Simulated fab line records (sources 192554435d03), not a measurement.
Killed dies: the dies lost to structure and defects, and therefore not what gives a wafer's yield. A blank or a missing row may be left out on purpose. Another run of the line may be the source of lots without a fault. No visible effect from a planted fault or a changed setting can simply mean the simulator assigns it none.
Matching of chambers ; flow n5-finfet ; 4 sister chambers for N5_BEOL_M14_STRIP_37 on rie-diel-06
The step strips in O2. 8 wafers are shown with their chamber, then 12 later ones without.

WAFERS WITH THEIR CHAMBER
wafer;chamber;drypump-motor-current-A (A);showerhead-plenum-p-Torr (Torr)
L078.2;0;5.51;1.98
L083.2;0;5.51;1.98
L088.1;3;5.31;2.09
L088.2;2;5.27;2.06
L088.4;1;5.91;2.08
L094.2;2;5.27;2.06
L094.3;1;5.88;2.08
L094.5;3;5.29;2.08

WAFERS MISSING THEIR CHAMBER
wafer;drypump-motor-current-A (A);showerhead-plenum-p-Torr (Torr)
L091.2;5.55;2.23
L091.4;5.28;2.06
L091.6;5.54;2.23
L093.1;5.87;2.08
L093.2;5.56;2.23
L093.5;5.26;2.06
L097.1;5.28;2.06
L097.4;5.33;2.08
L097.6;5.27;2.06
L095.1;5.36;2.08
L095.4;5.51;2.23
L095.5;5.52;2.23

WHICH CHAMBER EACH WENT THROUGH
wafer;from the rows above;in truth
L091.2;3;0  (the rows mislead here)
L091.4;2;2
L091.6;3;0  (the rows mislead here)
L093.1;1;1
L093.2;3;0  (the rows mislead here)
L093.5;2;2
L097.1;2;2
L097.4;3;3
L097.6;2;2
L095.1;3;3
L095.4;3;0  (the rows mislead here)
L095.5;3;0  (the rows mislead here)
7 of 12 placed correctly. Not placeable from these rows: 0. 5 placed wrongly.
How it was worked out, from the rows above alone: a wafer's distance from a chamber is the root of the sum, over the readings, of the square of ((its reading less the chamber's mean) divided by the reading's scatter). The wafer belongs to the nearest chamber; if the next one is less than 2 further off, it can't be placed. A chamber's mean is the mean of its shown wafers. How the scatter is found: for the shown wafers, subtract from each reading the mean of its chamber, square and add these, divide the total by (wafers less chambers), then take the root.
